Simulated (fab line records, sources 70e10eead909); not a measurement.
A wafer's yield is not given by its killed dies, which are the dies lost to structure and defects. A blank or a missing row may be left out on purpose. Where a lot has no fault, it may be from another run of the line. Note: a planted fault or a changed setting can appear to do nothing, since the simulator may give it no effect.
Which tool was responsible? / flow nand harc / Sampling: 6 lots, 18 wafers, 3 of 1159 route steps

## WHAT THE GAUGES SHOWED, per wafer
NHARC_END_SORT_01.
lot=L362; measured=day 20 01:25; on=prober-01; killed at other=0 1 0
lot=L366; measured=day 20 17:45; on=prober-02; killed at other=0 0 0
lot=L368; measured=day 21 16:07; on=prober-01; killed at other=1 0 0
lot=L372; measured=day 21 22:23; on=prober-02; killed at other=0 1 0
lot=L375; measured=day 22 06:52; on=prober-01; killed at other=0 0 0
lot=L381; measured=day 23 22:02; on=prober-01; killed at other=0 3 0

## WHICH TOOL RAN EACH LOT (tool, then ch and the chambers of the sampled wafers, then the start)
lot=L362; NHARC_A_CHANNEL_HOLE_D1_SOFTBAKE_05=litho track-06 ch 0, day 8 12:00; NHARC_A_CHANNEL_HOLE_D1_ETCH_38=rie diel-08 ch 0,1,2, day 8 13:32
lot=L366; NHARC_A_CHANNEL_HOLE_D1_SOFTBAKE_05=litho track-01 ch 0, day 9 00:00; NHARC_A_CHANNEL_HOLE_D1_ETCH_38=rie diel-10 ch 1,2,3, day 9 00:39
lot=L368; NHARC_A_CHANNEL_HOLE_D1_SOFTBAKE_05=litho track-01 ch 0, day 9 04:00; NHARC_A_CHANNEL_HOLE_D1_ETCH_38=rie diel-08 ch 0,1,3, day 9 04:58
lot=L372; NHARC_A_CHANNEL_HOLE_D1_SOFTBAKE_05=litho track-01 ch 0, day 10 21:00; NHARC_A_CHANNEL_HOLE_D1_ETCH_38=rie diel-10 ch 0,2, day 10 21:46
lot=L375; NHARC_A_CHANNEL_HOLE_D1_SOFTBAKE_05=litho track-06 ch 0, day 11 09:00; NHARC_A_CHANNEL_HOLE_D1_ETCH_38=rie diel-01 ch 0,1,3, day 11 10:19
lot=L381; NHARC_A_CHANNEL_HOLE_D1_SOFTBAKE_05=litho track-04 ch 0, day 12 16:00; NHARC_A_CHANNEL_HOLE_D1_ETCH_38=rie diel-08 ch 0,1,2, day 12 17:37
- NHARC_A_CHANNEL_HOLE_D1_SOFTBAKE_05: time 55 s.
- NHARC_A_CHANNEL_HOLE_D1_ETCH_38: etches the open film in CF4, target depth 39 nm, time 65 s.

## THE ANSWER, worked out from the rows above alone
Rule: usual is defined by the lots themselves. The widest of any qualifying gaps counts: lots, ordered by their means at a reading, are off when they make up no more than a third of the lots, leave a main group of 4 or more, and stand apart from it by 3 or more times the standard deviation of that group's means. A main group is skipped when, at the precision printed for the reading in the tables above, its means are all equal. Also off: a lot with no number at a reading for which 4 or more lots have one. Where the step has rows for the other lots, those lots are counted as sound.
Nothing can be told from this: no lot is off at any reading shown.

## WHAT HAD BEEN PUT IN BY THE SIMULATOR
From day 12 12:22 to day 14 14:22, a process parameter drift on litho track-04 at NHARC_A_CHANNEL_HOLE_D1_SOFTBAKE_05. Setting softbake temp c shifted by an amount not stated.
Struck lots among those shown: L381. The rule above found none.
